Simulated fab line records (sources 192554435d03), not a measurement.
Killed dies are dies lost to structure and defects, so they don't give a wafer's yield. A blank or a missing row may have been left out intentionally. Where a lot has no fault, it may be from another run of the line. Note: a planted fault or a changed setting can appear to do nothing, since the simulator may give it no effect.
Comparing a struck lot with a sound one    flow n5 finfet    32 out of 1938 route steps
Sound: wafers L519.1, L519.3, L519.5. Wafers struck: L512.2, L512.4, L512.5. The cause is named last.
Each step with rows lists, per side, the tool, then ch with its chambers, then its first start. Under that, the readings that differ: sound wafers    struck wafers    difference of the means    sigmas: that difference in standard deviations of wafers without a fault.
alike: words and numbers the same on both sides, and readings whose means are apart by under 2 such deviations; not compared: readings that were withheld, readings missing a value for some wafer, numbers with overlapping values and no deviation given by the record, and bounds like >300 which may hide the same value.
A row with sigmas, a row that says differs or no value, or rows on one side alone: a step with any of these is where the two part. When numbers do not overlap yet have no deviation, they are printed without sigmas and do not part them. A reading that every wafer of one side lacks parts them only if that side has two wafers or more.

first, 10 steps without rows for these wafers: N5_HKMG_FIN_DESCUM_53 (chemistry O2, time 7.9 s); N5_HKMG_FIN_ETCH_54 (etches SiARC in CF4, target depth 45.5 nm, time 75.8 s); N5_HKMG_FIN_ETCH_55 (etches SOC in N2/H2, target depth 240 nm, time 300 s); N5_HKMG_FIN_STRIP_56 (strips in N2/H2); N5_HKMG_FIN_STRIP_57 (strips in CF4); N5_HKMG_FIN_ETCH_58 (etches SOC in N2/H2, target depth 215.8 nm, time 741 s); N5_HKMG_FIN_STRIP_93 (strips SOC in N2/H2, time 20 s); N5_HKMG_FIN_WET_ETCH_76 (etches Al2O3 in dNH4OH, stops on La2O3, target depth 2.25 nm, rinse time 30 s); N5_HKMG_FIN_STRIP_60 (strips in N2/H2, time 360 s); N5_HKMG_FIN_WET_ETCH_77 (etches La2O3 in dHCl, stops on HfO2, target depth 2 nm).
N5_HKMG_FIN_WET_ETCH_78: etches Al2O3 in dNH4OH, stops on La2O3, target depth 4.5 nm, rinse time 30 s.
  sound on wet bench-05 ch 1,2,3, day 9 15:49; struck on wet bench-01 ch 2,3,4, day 7 22:08
then, 17 steps without rows for these wafers: N5_HKMG_FIN_ALD_79 (deposits TiN, target thk 1.5 nm, pulse time 1 s, purge time 3 s); N5_HKMG_FIN_CVD_62 (deposits a-Si from Si2H6, target thk 3 nm, time 20.8 s); N5_HKMG_FIN_RTA_80 (time 2 s); N5_HKMG_FIN_PRECLEAN_64 (cleans in dHF, time 30 s); N5_HKMG_FIN_WET_ETCH_65 (etches a-Si in TMAH, stops on TiN, time 49 s, target depth 3 nm); N5_HKMG_FIN_WET_ETCH_81 (etches TiN in SC1, stops on HfO2, time 57 s, target depth 6 nm); N5_HKMG_FIN_WET_ETCH_82 (etches La2O3 in dHCl, stops on HfO2, target depth 2 nm, rinse time 30 s); N5_HKMG_FIN_ALD_36 (deposits TiN, target thk 1 nm, pulse time 1 s, purge time 3 s); N5_HKMG_FIN_PWFM_ALD_03 (deposits TiN, target thk 2 nm, pulse time 1 s, purge time 3 s); N5_HKMG_FIN_COAT_29 (time 60 s, resist thk 300 nm); N5_HKMG_FIN_COAT_30 (time 60 s, resist thk 35 nm); N5_HKMG_FIN_COAT_06 (resist thk 90 nm); N5_HKMG_FIN_EBR_08; N5_HKMG_FIN_SOFTBAKE_07 (time 60 s); N5_HKMG_FIN_EXPOSE_09 (exposes mask NWFM); N5_HKMG_FIN_PEB_10 (peb time 60 s); N5_HKMG_FIN_DEVELOP_11 (develop time 30 s).
N5_HKMG_FIN_INSPECT_14: inspects for defects (macro).
  sound on defect inspect-01 at day 9 18:03; struck on defect inspect-02 at day 8 00:10
reading           sound  struck          difference  sigmas
raw defect count  1 1 2  >300 >300 >300  differs     
then, 1 step without rows for these wafers: N5_HKMG_FIN_DESCUM_17 (chemistry O2, time 7.9 s).
-- a jump in the record: the struck wafers' starts before and after are 4 days apart (it breaks off in module HKMG_FIN and resumes in module BEOL_M4, where the first step shown is number 1111 of the route) --
N5_BEOL_M4_RC_MEAS_101:
  sound on prober-01 ch 0, day 13 09:16; struck on prober-02 ch 0, day 11 13:17
reading        sound           struck          difference  sigmas
DIBL_N (mV/V)  35.2 34.2 33.5  38.5 36.7 36.9  +3.1        +2
  alike: DIBL_P, IOFF_N, IOFF_P, ION_N, ION_P, SS_N, SS_P, VT_N, VT_P
-- the record jumps here: 4 days lie between the struck wafers' starts before and after (it left off in module BEOL_M4 and takes up again in module PASSIVATION, whose first step shown is number 1936 of the route) --
N5_PASSIVATION_PROBE_49:
  rows exist in the record for the struck wafers here (prober-02, day 15 20:48), but not for the sound ones

## WHERE THEY PART
Earliest at N5_HKMG_FIN_INSPECT_14; latest, in this record, at N5_PASSIVATION_PROBE_49.

WHY: what the simulator had put in
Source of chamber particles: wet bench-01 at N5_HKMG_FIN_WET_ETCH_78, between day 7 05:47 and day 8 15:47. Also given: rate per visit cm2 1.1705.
